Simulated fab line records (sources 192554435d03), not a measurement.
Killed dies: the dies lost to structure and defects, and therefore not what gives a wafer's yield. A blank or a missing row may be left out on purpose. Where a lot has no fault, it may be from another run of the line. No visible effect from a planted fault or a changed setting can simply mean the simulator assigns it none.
fab line records	flow n5Finfet
record lots=6	wafers=15	lastDay=17
route steps=1938 shown BEOL_M5@1119 PASSIVATION@1936
lots untouched by any fault: they come from a run of this same line in which no faults occurred
startH: hours from the record's first day to the start of the lot's first wafer shown	waitH: how many hours have passed since the lot's step before this one	" the same as in the row above	L1.1+2: several wafers, shown together as one row	- either no value or no given start	* or withheld: withheld	< > ~ a bound
route shown NAME@n: names a module that has steps shown in the file, with the first one's number in the route	usual: mean and standard deviation over wafers with no fault	same: alike in all rows	chamber/n: place in a boat	sites: the reading at each site	_std_site: standard deviation of those values	_edge_site: the outer-site mean with the inner-site mean subtracted	radiusMm: for every site, how far away it sits from the centre of the wafer	mask NAME#n: copy n	behind: the most recent tool/chamber to have shaped the wafer	hold: what put the lot on hold/how long, in hours/how the hold closed	device: which transistor (n, p or np) failed to switch	end of line: the tests these same wafers got at the end of their route	a step with no rows: only its recipe	killed: dies that structure and defects cost at the first sort, which is not the same as the wafer's yield	map: the dies of a wafer, with x for killed, . for not killed, _ for no die there
set.NAME: the setting the step ran with; set.NAME@STEP: the setting that earlier step ran with	model.NAME: the simulator's own value behind a step, which no gauge read
lots at some steps of the route; a table a step, a row a wafer
services: from which hour (startH, from the record's first day; less than 0 if before it) a tool's chamber was out of use, for how many hours, and why
## steps
# step N5_BEOL_M5_COAT_71
# recipe resist=underlayer	tempC=205	timeS=60	spinRpm=1500	resistThkNm=5
# step N5_BEOL_M5_COAT_05
# recipe resist=CAR-EUV	spinRpm=1500	resistThkNm=30
# step N5_BEOL_M5_EBR_07
# recipe solvent=PGMEA	ebrWidthMm=1.5
# step N5_BEOL_M5_SOFTBAKE_06
# recipe tempC=110	timeS=60	resist=CAR-EUV
# step N5_BEOL_M5_EXPOSE_08
# recipe maskId=M5	na=0.33	sourceShape=annular	sigmaInner=0.4	sigmaOuter=0.8	polarization=unpolarized	targetCdNm=28	doseMj=35.75
# step N5_BEOL_M5_PEB_09
# recipe pebTempC=100	pebTimeS=60	resist=CAR-EUV
# step N5_BEOL_M5_DEVELOP_10
# recipe developTimeS=30	developer=TMAH	resist=CAR-EUV	rinseLiquid=surfactantRinse	dry=airSpin	devTempC=23
# step N5_BEOL_M5_CD_MEAS_11
# recipe targetCdNm=27.74	landingEnergyEv=500	detector=seInlens
# usual cdNm=28.08/0.25
lot.wafer	tool	chamber	startH	waitH	cdNm
L954.1	cdSem-03	0	202.54	-	28.36
L954.2	"	0	"	"	28.83
L954.4	"	0	"	"	28.50
L957.3	cdSem-01	0	218.07	-	27.96
L957.4	"	0	"	"	28.24
L961.3	cdSem-03	0	244.99	-	27.76
L961.4	"	0	"	"	27.98
L961.6	"	0	"	"	27.99
L965.2	cdSem-01	0	278.37	-	28.10
L965.4	"	0	"	"	28.04
L968.1	cdSem-03	0	287.82	-	28.12
L968.2	"	0	"	"	28.17
L968.4	"	0	"	"	28.11
L972.1	cdSem-02	0	297.30	-	27.99
L972.4	"	0	"	"	27.62
# step N5_BEOL_M5_OVL_MEAS_12
# recipe pointsPerWafer=522
# usual M5_OVL=0.2/0.72
# same pointsPerWafer=522
lot.wafer	tool	chamber	startH	waitH	M5_OVL[nm]
L954.1	overlay-02	0	202.57	0.0	1.1
L954.2	"	0	"	"	1.3
L954.4	"	0	"	"	1.0
L957.3	overlay-02	0	218.11	0.0	0.0
L957.4	"	0	"	"	-0.1
L961.3	overlay-01	0	245.03	0.0	0.3
L961.4	"	0	"	"	-0.1
L961.6	"	0	"	"	-0.1
L965.2	overlay-02	0	278.41	0.0	0.0
L965.4	"	0	"	"	-1.4
L968.1	overlay-01	0	287.85	0.0	-0.2
L968.2	"	0	"	"	0.9
L968.4	"	0	"	"	-0.3
L972.1	overlay-01	0	297.33	0.0	0.2
L972.4	"	0	"	"	0.6
# step N5_BEOL_M5_INSPECT_13
# recipe mode=adi	inspectInstrument=brightfield
# usual rawDefectCount=438/100
lot.wafer	tool	chamber	startH	waitH	rawDefectCount
L954.1	defectInspect-02	-	202.63	0.1	329
L954.2	"	-	"	"	448
L954.4	"	-	"	"	448
L957.3	defectInspect-02	-	218.16	0.0	466
L957.4	"	-	"	"	531
L961.3	defectInspect-02	-	245.08	0.0	452
L961.4	"	-	"	"	468
L961.6	"	-	"	"	600
L965.2	defectInspect-02	-	278.46	0.0	617
L965.4	"	-	"	"	562
L968.1	defectInspect-02	-	287.98	0.1	591
L968.2	"	-	"	"	461
L968.4	"	-	"	"	467
L972.1	defectInspect-02	-	297.39	0.1	278
L972.4	"	-	"	"	303
# step N5_BEOL_M5_DESCUM_16
# recipe chemistry=O2	timeS=7	sourcePowerW=50	biasPowerW=20	pressureMtorr=20	rfFrequencyHz=2.712e+07	tempC=40	resist=CAR-EUV	o2FlowSccm=225
# usual drypumpMotorCurrentA=5.8/0.55	oesProductAu=0.76/0.071	rfVppV=243.3/1.3	showerheadPlenumPTorr=2.10/0.073	throttleValvePct=20.53/0.29
lot.wafer	tool	chamber	startH	waitH	drypumpMotorCurrentA	oesProductAu	rfHoursCounterH	rfVppV	showerheadPlenumPTorr	throttleValvePct
L954.1	rieDiel-01	2	202.67	0.0	5.7	0.75	170	244.7	2.15	20.50
L954.2	"	1	"	"	6.2	0.71	195	240.4	1.98	20.57
L954.4	"	3	"	"	6.2	0.74	174	245.9	2.18	20.27
L957.3	rieDiel-03	0	218.27	0.1	5.0	0.72	165	242.7	2.10	20.83
L957.4	"	2	"	"	4.7	0.76	157	244.7	2.19	20.89
L961.3	rieDiel-04	1	245.33	0.3	6.1	0.77	139	242.4	2.00	20.74
L961.4	"	2	"	"	5.2	0.92	15	241.3	2.05	20.23
L961.6	"	1	"	"	6.1	0.77	-	242.1	2.00	20.77
L965.2	rieDiel-03	3	278.49	0.0	6.4	0.82	93	242.4	2.04	20.45
L965.4	"	0	"	"	5.0	0.70	185	243.4	2.09	20.87
L968.1	rieDiel-01	3	288.02	0.0	6.2	0.72	202	244.0	2.17	20.33
L968.2	"	0	"	"	6.1	0.88	31	242.5	2.05	20.01
L968.4	"	2	"	"	5.7	0.73	199	244.4	2.14	20.55
L972.1	rieDiel-01	2	297.56	0.2	5.7	0.72	202	243.5	2.14	20.54
L972.4	"	3	"	"	6.2	0.72	204	245.6	2.17	20.33
# step N5_BEOL_M5_ETCH_72
# recipe chemistry=N2/H2	target=underlayer	targetDepthA=65	maskMaterial=CAR-EUV	timeS=5.2	ionEnergyEv=200	pressureMtorr=30	sourceW=840	biasW=150	n2FlowSccm=200	h2FlowSccm=200	ends=cleared
# usual drypumpMotorCurrentA=5.8/0.55	etchRfOnTimeS=5.20/0.17	oesProductAu=0.65/0.06	rfVppV=524.0/2.7	showerheadPlenumPTorr=2.55/0.081	throttleValvePct=18.0/0.3
lot.wafer	tool	chamber	startH	waitH	drypumpMotorCurrentA	etchRfOnTimeS	oesProductAu	rfHoursCounterH	rfVppV	showerheadPlenumPTorr	throttleValvePct
L954.1	rieDiel-01	2	202.70	0.0	5.7	5.24	0.64	170	527.1	2.64	18.0
L954.2	"	1	"	"	6.2	5.24	0.60	195	520.7	2.44	18.2
L954.4	"	3	"	"	6.2	4.91	0.65	174	525.6	2.66	17.8
L957.3	rieDiel-03	0	218.30	0.0	5.0	5.13	0.62	165	523.4	2.56	18.3
L957.4	"	2	"	"	4.7	5.33	0.64	157	527.8	2.64	18.2
L961.3	rieDiel-04	1	245.37	0.0	6.1	5.24	0.66	139	521.3	2.46	18.4
L961.4	"	2	"	"	5.3	5.03	0.79	15	523.0	2.51	17.7
L961.6	"	1	"	"	6.1	5.23	0.66	-	522.3	2.46	18.5
L965.2	rieDiel-03	3	278.53	0.0	6.4	4.92	0.71	93	521.4	2.46	17.8
L965.4	"	0	"	"	5.0	5.19	0.62	185	523.2	2.55	18.3
L968.1	rieDiel-01	3	288.06	0.0	6.2	4.96	0.63	202	526.9	2.64	17.8
L968.2	"	0	"	"	6.2	5.30	0.73	31	522.2	2.50	17.4
L968.4	"	2	"	"	5.7	5.33	0.62	199	527.0	2.62	18.1
L972.1	rieDiel-01	2	297.60	0.0	5.7	5.28	0.62	202	525.5	2.62	18.1
L972.4	"	3	"	"	6.2	4.89	0.64	204	526.6	2.64	17.8
# step N5_BEOL_M5_ETCH_61
# recipe chemistry=CF4	target=SiARC	targetDepthA=156	maskMaterial=CAR-EUV	timeS=26	ionEnergyEv=80	pressureMtorr=40	sourceW=545	biasW=36	Ar_flow_sccm=100	cf4FlowSccm=100	ends=cleared
# usual drypumpMotorCurrentA=5.8/0.55	etchRfOnTimeS=26.0/0.78	oesProductAu=0.65/0.058	rfVppV=184.0/1.2	showerheadPlenumPTorr=2.14/0.067	throttleValvePct=15.70/0.28
lot.wafer	tool	chamber	startH	waitH	drypumpMotorCurrentA	etchRfOnTimeS	oesProductAu	rfHoursCounterH	rfVppV	showerheadPlenumPTorr	throttleValvePct
L954.1	rieDiel-01	2	202.72	0.0	5.7	26.3	0.65	170	184.8	2.22	15.78
L954.2	"	1	"	"	6.2	26.0	0.60	195	183.5	2.05	15.86
L954.4	"	3	"	"	6.2	24.2	0.66	174	183.0	2.23	15.44
L957.3	rieDiel-03	0	218.32	0.0	5.0	25.8	0.62	165	184.5	2.14	15.90
L957.4	"	2	"	"	4.7	26.8	0.64	157	184.8	2.22	15.99
L961.3	rieDiel-04	1	245.38	0.0	6.1	26.4	0.65	139	183.3	2.06	15.93
L961.4	"	2	"	"	5.2	25.5	0.78	15	183.0	2.11	15.38
L961.6	"	1	"	"	6.1	26.2	0.66	-	182.4	2.06	15.94
L965.2	rieDiel-03	3	278.55	0.0	6.4	24.7	0.71	93	182.9	2.07	15.50
L965.4	"	0	"	"	5.0	25.6	0.61	185	183.2	2.13	15.93
L968.1	rieDiel-01	1	288.07	0.0	6.2	19.8	0.70	222	183.0	2.04	15.92
L968.2	"	2	"	"	5.7	26.4	0.63	199	184.0	2.21	15.84
L968.4	"	0	"	"	6.2	19.6	0.87	31	184.3	2.09	15.16
L972.1	rieDiel-01	2	297.61	0.0	5.7	19.6	0.75	202	184.6	2.21	15.85
L972.4	"	3	"	"	6.2	18.4	0.76	204	185.5	2.22	15.52
# step N5_BEOL_M5_ETCH_62
# recipe chemistry=N2/H2	target=SOC	targetDepthA=750	overetchA=150	maskMaterial=SiARC	tempC=40	timeS=112.5	ionEnergyEv=200	pressureMtorr=30	sourceW=840	biasW=150	n2FlowSccm=200	h2FlowSccm=200
# usual drypumpMotorCurrentA=5.8/0.55	oesProductAu=0.60/0.053	rfVppV=523.9/2.5	showerheadPlenumPTorr=2.55/0.08	throttleValvePct=17.9/0.31
lot.wafer	tool	chamber	startH	waitH	drypumpMotorCurrentA	oesProductAu	rfHoursCounterH	rfVppV	showerheadPlenumPTorr	throttleValvePct
L954.1	rieDiel-01	2	202.75	0.0	5.7	0.60	170	527.7	2.64	18.0
L954.2	"	1	"	"	6.2	0.56	195	521.0	2.44	18.2
L954.4	"	3	"	"	6.2	0.59	174	526.3	2.66	17.7
L957.3	rieDiel-03	0	218.34	0.0	5.0	0.58	165	524.8	2.55	18.2
L957.4	"	2	"	"	4.7	0.60	157	527.2	2.64	18.1
L961.3	rieDiel-04	1	245.41	0.0	6.1	0.61	139	520.2	2.46	18.4
L961.4	"	2	"	"	5.2	0.73	15	522.5	2.51	17.7
L961.6	"	1	"	"	6.2	0.61	-	519.5	2.46	18.4
L965.2	rieDiel-03	3	278.57	0.0	6.4	0.64	93	521.7	2.46	17.7
L965.4	"	0	"	"	5.0	0.56	185	523.9	2.55	18.3
L968.1	rieDiel-01	0	288.10	0.0	6.2	0.68	31	523.6	2.50	17.4
L968.2	"	1	"	"	6.3	0.54	222	520.2	2.43	18.2
L968.4	"	1	"	"	6.3	0.54	-	519.5	2.43	18.2
L972.1	rieDiel-01	2	297.64	0.0	5.7	0.59	202	525.9	2.62	18.0
L972.4	"	3	"	"	6.2	0.57	204	525.4	2.64	17.8
# step N5_PASSIVATION_PROBE_49
# usual defectLimitedYield=91.6/1.4	killed_at_M0_to_M3=33/10	killed_at_M4_up=13/5.3	killedAtContacts=13/5.9	killedAtFrontEnd=36/12	killedAtOther=4/3.1	killedDies=99/16	killedOpen=65/13	killedShort=32/7.3	sort_bin_5_function=4.9/0.9	sort_bin_6_memory=3.1/0.66	sort_bin_8_speed=0.0/0.42	sortNPass=1081/17	sortYieldPct=91.6/1.4
# same grossDies=1180	killedAtBackSide=0	sort_bin_4_leakage[%]=0
lot.wafer	tool	chamber	startH	waitH	defectLimitedYield[%]	killed_at_M0_to_M3	killed_at_M4_up	killedAtContacts	killedAtFrontEnd	killedAtOther	killedDies	killedOpen	killedShort	sort_bin_5_function[%]	sort_bin_6_memory[%]	sort_bin_8_speed[%]	sortNPass	sortYieldPct[%]
L961.6	prober-01	-	341.65	0.3	91.9	37	11	8	35	4	95	52	42	4.3	3.6	0	1085	91.9
L965.2	prober-02	-	379.44	0.1	91.0	37	15	10	43	1	106	75	30	5.7	3.1	0	1074	91.0
L965.4	prober-02	-	379.54	0.2	90.9	36	18	10	34	9	107	75	32	5.1	3.8	0	1073	90.9
L968.1	prober-01	-	397.92	0.0	90.0	34	12	21	51	0	118	76	36	6.1	3.4	0	1062	90.0
L968.4	prober-01	-	398.07	0.2	91.6	25	9	28	34	3	99	68	29	4.9	3.1	0	1081	91.6
L972.1	prober-01	-	404.28	0.0	93.4	24	12	5	33	4	78	53	22	3.5	2.9	0	1102	93.4
L972.4	prober-01	-	404.43	0.2	93.6	24	9	7	27	8	75	46	27	3.7	2.5	0	1105	93.6
# killed by level:class
L961.6 FIN_SAQP:geometricParticle:open=8 BEOL_M2:geometricParticle:short=8 BEOL_M1:geometricParticle:open=7 STI_FIN_REVEAL:geometricParticle:open=6 MOL_CONTACT_COAG:geometricParticle:open=6 BEOL_M0_SAQP:geometricParticle:short=5 BEOL_M1:geometricParticle:short=4 BEOL_M2:geometricParticle:open=4
L965.2 STI_FIN_REVEAL:geometricParticle:open=20 BEOL_M0_SAQP:geometricParticle:open=11 MOL_CONTACT_COAG:geometricParticle:open=9 FIN_SAQP:geometricParticle:open=8 BEOL_M1:geometricParticle:open=7 BEOL_M0_SAQP:geometricParticle:short=6 BEOL_M3:geometricParticle:open=6 STI_FIN_REVEAL:geometricParticle:short=5
L965.4 BEOL_M2:geometricParticle:open=14 BEOL_M3:geometricParticle:open=10 FIN_SAQP:geometricParticle:open=6 MOL_CONTACT_COAG:geometricParticle:open=6 BEOL_M4:geometricParticle:open=6 BEOL_M5:geometricParticle:open=5 DUMMY_GATE:geometricParticle:open=5 BEOL_M0_SAQP:geometricParticle:short=5
L968.1 MOL_CONTACT_COAG:geometricParticle:open=19 FIN_SAQP:geometricParticle:open=12 BEOL_M0_SAQP:geometricParticle:short=11 FIN_SAQP:geometricParticle:short=10 BEOL_M0_SAQP:geometricParticle:open=9 DUMMY_GATE:geometricParticle:open=6 GATE_CUT:geometricParticle:short=6 BEOL_M0:geometricParticle:open=5
L968.4 MOL_CONTACT_COAG:geometricParticle:open=22 DUMMY_GATE:geometricParticle:open=7 MOL_CONTACT_COAG:geometricParticle:short=6 FIN_SAQP:geometricParticle:open=5 STI_FIN_REVEAL:geometricParticle:open=5 BEOL_M0:geometricParticle:open=5 BEOL_M1:geometricParticle:short=4 BEOL_M1:geometricParticle:open=4
L972.1 DUMMY_GATE:geometricParticle:open=10 BEOL_M5:geometricParticle:open=7 BEOL_M1:geometricParticle:open=6 BEOL_M3:geometricParticle:open=6 GATE_CUT:geometricParticle:short=5 FIN_SAQP:geometricParticle:open=4 DUMMY_GATE:geometricParticle:short=4 MOL_CONTACT_COAG:geometricParticle:open=4
L972.4 MOL_CONTACT_COAG:geometricParticle:open=7 BEOL_M3:geometricParticle:open=7 BEOL_M0_SAQP:geometricParticle:open=6 ILD0:geometricParticle:short=4 MIM_BOT:geometricParticle:open=4 STARTING-WAFER:geometricParticle:open=4 GATE_CUT:geometricParticle:short=3 BEOL_M0_SAQP:geometricParticle:short=3
## services
tool	chamber	startH	hours	kind
rieDiel-03	-	179.33	2.8	pm
rieDiel-04	2	200.78	4.9	repair
rieDiel-04	0	210.17	13.3	repair
rieDiel-01	3	288.09	4.2	repair
## key
firstSign step=N5_BEOL_M5_ETCH_61	reading=etchRfOnTimeS	direction=down	sigmas=8.6	usual=*	struck=*
effect step=N5_BEOL_M5_ETCH_61	reading=oesProductAu	direction=up	sigmas=2.1	usual=0.65	struck=0.77	wafersMoved=3
metAt N5_BEOL_M5_ETCH_61
struckWafers L968.1,L968.4,L972.1,L972.4
onsetBetween 202.72 288.07
fault kind=processParameterDrift	tool=rieDiel-01	chamber=-	onsetH=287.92	steps=N5_BEOL_M5_ETCH_61	channel=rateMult	offset=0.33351	shape=step	endH=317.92	scope=struckWafersOnly
